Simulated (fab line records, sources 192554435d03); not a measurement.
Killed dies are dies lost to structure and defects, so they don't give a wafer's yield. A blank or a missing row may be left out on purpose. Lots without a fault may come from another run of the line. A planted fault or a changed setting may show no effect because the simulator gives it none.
Which tool did it? | flow n5_finfet | 12 lots, 36 wafers sampled, at 2 steps of a route of 1938

WHAT THE GAUGES READ, wafer by wafer
N5_BEOL_M9_OVL_MEAS_12.
lot  | measured     | on         | M9_OVL (nm)
L075 | day 10 03:49 | overlay-02 | -0.1 -0.2 0.4
L077 | day 10 12:31 | overlay-01 | 1.2 1.2 0.3
L079 | day 11 06:40 | overlay-01 | -0.1 0.9 0.7
L080 | day 12 15:29 | overlay-01 | -0.4 -0.9 -1.1
L082 | day 13 03:05 | overlay-01 | -0.2 -0.4 0.0
L087 | day 13 15:31 | overlay-02 | -0.3 -0.9 -1.0
L084 | day 13 20:20 | overlay-01 | -0.4 -0.4 -0.4
L088 | day 14 19:29 | overlay-02 | -0.6 -1.3 0.0
L094 | day 15 01:34 | overlay-02 | 0.0 0.0 0.5
L096 | day 15 15:54 | overlay-01 | -1.2 -0.7 -0.7
L093 | day 15 20:44 | overlay-02 | -0.1 0.0 0.7
L097 | day 16 10:31 | overlay-02 | 0.1 -0.7 -1.3

WHICH TOOL RAN EACH LOT (tool, then ch and the chambers of the sampled wafers, then the start)
lot  | N5_BEOL_M9_PECVD_70
L075 | pecvd-04 ch 1,2, day 10 02:25
L077 | pecvd-03 ch 1,2, day 10 10:20
L079 | pecvd-03 ch 0,1,2, day 11 05:58
L080 | pecvd-04 ch 0,1,2, day 12 14:05
L082 | pecvd-04 ch 0,2, day 13 01:32
L087 | pecvd-04 ch 0,1,2, day 13 14:08
L084 | pecvd-03 ch 0,2, day 13 18:52
L088 | pecvd-04 ch 0,2, day 14 18:59
L094 | pecvd-03 ch 0,1,2, day 15 00:42
L096 | pecvd-01 ch 1,2, day 15 14:30
L093 | pecvd-04 ch 0,2, day 15 19:39
L097 | pecvd-01 ch 0,2, day 16 09:29
- N5_BEOL_M9_PECVD_70: deposits SiO2 from TEOS/O2, target thk 20 nm, time 22.7 s.

THE ANSWER, worked out from the rows above alone
Rule: what is usual is taken from the lots themselves. Put in order of their means at a reading, lots are off if they are a third of the lots or fewer, leave a main group of 4 or more, and stand apart from it by a gap of 3 or more times the standard deviation of the main group's means; of several such gaps the widest counts. A main group whose means are all the same, to the digits that the tables above print for the reading, isn't used. A lot without any number at a reading at which 4 lots or more have one is off too. The other lots that the step has rows for count as sound.
No lot is off at any reading shown: from this, nothing can be told.

WHAT THE SIMULATOR HAD PUT IN
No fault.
